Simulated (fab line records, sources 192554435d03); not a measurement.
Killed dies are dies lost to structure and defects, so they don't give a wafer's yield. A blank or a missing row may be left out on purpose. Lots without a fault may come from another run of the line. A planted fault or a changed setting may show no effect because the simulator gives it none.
Split-lot experiment | flow n5_finfet | 7 lots, 39 wafers read, on a route of 1938 steps

THE SPLIT
At N5_MOL_CONTACT_COAG_ETCHBACK_136 (etches SiO2 in CHF3, target depth 25 nm, time 16.7 s), the setting target_depth_a was moved away from the recipe's 250 angstrom on 18 of the 39 wafers read, by -13.9% to +9.7%. The other wafers ran this setting at the recipe's value.

FROM THE SPLIT TO THE READING: what the file shows between them, 1 step
- N5_MOL_CONTACT_COAG_STRIP_120: strips in CHF3

THE READING
MOL_CONTACT_COAG.feature_depth_nm (the simulator's own value, which no gauge read), in nm, at N5_MOL_CONTACT_COAG_VIA_ETCH_117 (etches SiO2 in C4F6/O2, target depth 40 nm, overetch 8 nm, time 26 s). The file gives no usual value for it. The 21 wafers here that ran the recipe average 40.4 nm, standard deviation 0.54 nm.

wafer  | tool, chamber at the split | target_depth_a as run, angstrom | against the recipe | MOL_CONTACT_COAG.feature_depth_nm, nm | against lot-mates on the recipe
L081.1 | rie_diel-01, 2,1,3         | 274.3                           | +9.7%              | 38                                    | -1.9
L081.2 | rie_diel-01, 2,1,3         | 274.3                           | +9.7%              | 37                                    | -2.9
L081.3 | rie_diel-01, 2,1,3         | 274.3                           | +9.7%              | 38.4                                  | -1.5
L081.4 | rie_diel-01, 0,2,1         | 250                             | recipe             | 39.6                                  | -
L081.5 | rie_diel-01, 0,2,1         | 250                             | recipe             | 40.6                                  | -
L081.6 | rie_diel-01, 0,2,1         | 250                             | recipe             | 39.6                                  | -
L085.1 | rie_diel-03, 2,1,3         | 232.3                           | -7.1%              | 42.4                                  | +1.9
L085.2 | rie_diel-03, 0,3,0         | 250                             | recipe             | 40.4                                  | -
L085.3 | rie_diel-03, 0,3,0         | 250                             | recipe             | 41                                    | -
L085.4 | rie_diel-03, 2,1,3         | 232.3                           | -7.1%              | 41.8                                  | +1.3
L085.5 | rie_diel-03, 0,3,0         | 250                             | recipe             | 40.2                                  | -
L085.6 | rie_diel-03, 2,1,3         | 232.3                           | -7.1%              | 42.6                                  | +2.1
L087.1 | rie_diel-03, 2,1,2         | 270.2                           | +8.1%              | 38.6                                  | -2.2
L087.2 | rie_diel-03, 2,1,2         | 270.2                           | +8.1%              | 38.2                                  | -2.6
L087.3 | rie_diel-03, 0,3,3         | 250                             | recipe             | 40.4                                  | -
L087.4 | rie_diel-03, 0,3,3         | 250                             | recipe             | 41                                    | -
L087.5 | rie_diel-03, 0,3,3         | 250                             | recipe             | 41                                    | -
L087.6 | rie_diel-03, 2,1,2         | 270.2                           | +8.1%              | 38.8                                  | -2.0
L089.1 | rie_diel-03, 3,1,1         | 261.5                           | +4.6%              | 39.8                                  | -0.6
L089.2 | rie_diel-03, 3,1,1         | 261.5                           | +4.6%              | 39                                    | -1.4
L089.3 | rie_diel-03, 0,2,2         | 250                             | recipe             | 40                                    | -
L089.4 | rie_diel-03, 0,2,2         | 250                             | recipe             | 40.6                                  | -
L089.6 | rie_diel-03, 0,2,2         | 250                             | recipe             | 40.6                                  | -
L089.5 | rie_diel-03, 3,1,1         | 261.5                           | +4.6%              | 39                                    | -1.4
L093.1 | rie_diel-03, 2,1,3         | 250                             | recipe             | 41                                    | -
L093.2 | rie_diel-03, 2,1,3         | 250                             | recipe             | 40.2                                  | -
L093.3 | rie_diel-03, 0,3,2         | 215.3                           | -13.9%             | 43.2                                  | +2.3
L093.4 | rie_diel-03, 2,1,3         | 250                             | recipe             | 41.4                                  | -
L093.5 | rie_diel-03, 0,3,2         | 215.3                           | -13.9%             | 44.6                                  | +3.7
L093.6 | rie_diel-03, 0,3,2         | 215.3                           | -13.9%             | 44.2                                  | +3.3
L095.2 | rie_diel-04, 2,1,3         | 250                             | recipe             | 39.2                                  | -
L095.3 | rie_diel-04, 2,1,3         | 250                             | recipe             | 39.8                                  | -
L095.6 | rie_diel-04, 2,1,3         | 250                             | recipe             | 40.4                                  | -
L096.1 | rie_diel-03, 1,1,2         | 250                             | recipe             | 40.2                                  | -
L096.2 | rie_diel-03, 3,0,2         | 232                             | -7.2%              | 42.8                                  | +2.4
L096.3 | rie_diel-03, 3,0,2         | 232                             | -7.2%              | 41.4                                  | +1.0
L096.4 | rie_diel-03, 3,0,2         | 232                             | -7.2%              | 42.4                                  | +2.0
L096.5 | rie_diel-03, 1,1,2         | 250                             | recipe             | 40.2                                  | -
L096.6 | rie_diel-03, 1,1,2         | 250                             | recipe             | 40.8                                  | -
Where a row lists several chambers, the file gives one row for several wafers and doesn't say which wafer went through which chamber.

THE FIT
A straight line over all 39 wafers: MOL_CONTACT_COAG.feature_depth_nm changes by -0.256 nm for each +1% of target_depth_a; r = -0.95; the points scatter about the line by 0.53 nm.
The same after taking each lot's own level away (the mean of its wafers on the recipe; 39 wafers): -0.238 nm for each +1%; r = -0.95; scatter 0.46 nm.
On that fit, the largest move of target_depth_a shifts the reading by 3.3 nm.
The lots' own levels span 39.80 to 40.87 nm, that is 2.0 times the standard deviation above.
So the lot-to-lot level changes the slope little: the two slopes agree.
Check: with one of the wafers moved furthest among these (-13.9%) left out of the fit, the line predicts +3.45 nm for it against its lot-mates. It came out at +2.33 nm against them.

OTHER SPLITS ON THESE WAFERS
These wafers also went through other splits before the reading. Each is held against what the fit with the lots' levels taken away leaves over:
other split on the same wafers               | wafers away from the commonest value | r with MOL_CONTACT_COAG.feature_depth_nm (lot level and that fit taken away)
N5_PMOS_HMC_CHANNEL_EPI_EPI_20 pressure_torr | 30                                   | -0.08
N5_SD_EPI_N_ETCH_35 source_w                 | 18                                   | +0.03
N5_GATE_CUT_ETCH_58 target_depth_a           | 12                                   | -0.05

THE WHOLE CHAIN: every reading that the file lists as answering this split, in the file's order
step                             | what it does                                                         | reading                                                                            | change (the file's fit)               | r (the file's)
N5_MOL_CONTACT_COAG_VIA_ETCH_117 | etches SiO2 in C4F6/O2, target depth 40 nm, overetch 8 nm, time 26 s | etch.depth_nm (the simulator's own value, which no gauge read)                     | -0.239 nm for each +1% of the setting | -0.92
N5_MOL_CONTACT_COAG_VIA_ETCH_117 | etches SiO2 in C4F6/O2, target depth 40 nm, overetch 8 nm, time 26 s | MOL_CONTACT_COAG.feature_depth_nm (the simulator's own value, which no gauge read) | -0.238 nm for each +1% of the setting | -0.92

THE FILE'S OWN FIT
MOL_CONTACT_COAG.feature_depth_nm changes by -0.238 nm for each +1% of target_depth_a, r = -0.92.
